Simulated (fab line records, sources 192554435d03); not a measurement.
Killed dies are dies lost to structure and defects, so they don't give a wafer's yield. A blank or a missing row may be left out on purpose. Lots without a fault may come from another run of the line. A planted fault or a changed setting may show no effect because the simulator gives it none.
Chamber matching | flow n5_finfet | N5_BEOL_M2_ALD_98 on ald_sin-04: 4 sister chambers
The step deposits SiO2, target thk 2.5 nm, pulse time 1 s, co reactant pulse time 1 s. 16 wafers are shown with their chamber, then 8 later ones without.

WAFERS WITH THEIR CHAMBER
wafer  | chamber | heater_power_outer_w (W) | heater_power_w (W) | chamber_pressure_Torr (Torr)
L074.3 | 2       | 43                       | 85                 | 1.998
L074.4 | 1       | 42                       | 78                 | 2.005
L074.5 | 2       | 43                       | 88                 | 1.995
L080.2 | 3       | 36                       | 77                 | 2.000
L080.4 | 1       | 42                       | 79                 | 2.003
L080.5 | 3       | 36                       | 74                 | 2.010
L081.1 | 1       | 42                       | 78                 | 2.005
L081.2 | 0       | 40                       | 72                 | 1.994
L081.6 | 3       | 35                       | 73                 | 2.003
L083.1 | 0       | 38                       | 71                 | 2.004
L083.2 | 2       | 44                       | 89                 | 2.003
L083.5 | 1       | 41                       | 77                 | 2.009
L086.3 | 0       | 41                       | 73                 | 2.014
L086.5 | 1       | 42                       | 80                 | 2.002
L086.6 | 0       | 40                       | 72                 | 2.003
L087.1 | 3       | 36                       | 79                 | 1.993

SIGNATURES (means of the wafers above)
reading               | chamber 0 | chamber 1 | chamber 2 | chamber 3 | scatter within a chamber
heater_power_outer_w  | 39.75     | 41.80     | 43.33     | 35.75     | 0.762
heater_power_w        | 72.00     | 78.40     | 87.33     | 75.75     | 1.79
chamber_pressure_Torr | 2.00375   | 2.00480   | 1.99867   | 2.00150   | 0.00585
Rule: a wafer's distance from a chamber is the root of the sum, over the readings, of the square of ((its reading less the chamber's mean) divided by the reading's scatter). The wafer belongs to the nearest chamber; if the next one is less than 2 further off, it can't be placed. The scatter: the root of (the sum of the squares of (reading less its chamber's mean) over the shown wafers, divided by (wafers less chambers)).

WAFERS WITHOUT THEIR CHAMBER
wafer  | heater_power_outer_w (W) | heater_power_w (W) | chamber_pressure_Torr (Torr)
L087.2 | 41                       | 78                 | 1.994
L087.6 | 40                       | 80                 | 2.002
L089.1 | 42                       | 88                 | 2.000
L089.2 | 40                       | 73                 | 2.003
L089.5 | 41                       | 78                 | 2.001
L093.1 | 42                       | 79                 | 1.998
L093.3 | 43                       | 86                 | 1.998
L093.6 | 36                       | 78                 | 2.003

WHICH CHAMBER EACH WENT THROUGH
wafer  | from the rows above     | in truth
L087.2 | can't be placed: 1 or 0 | 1
L087.6 | can't be placed: 1 or 0 | 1
L089.1 | 2                       | 2
L089.2 | 0                       | 0
L089.5 | 1                       | 1
L093.1 | 1                       | 1
L093.3 | 2                       | 2
L093.6 | 3                       | 3
Placed correctly: 6 of 8. Can't be placed from these rows: 2 (the true chamber is among the candidates in 2). Placed wrongly: 0.
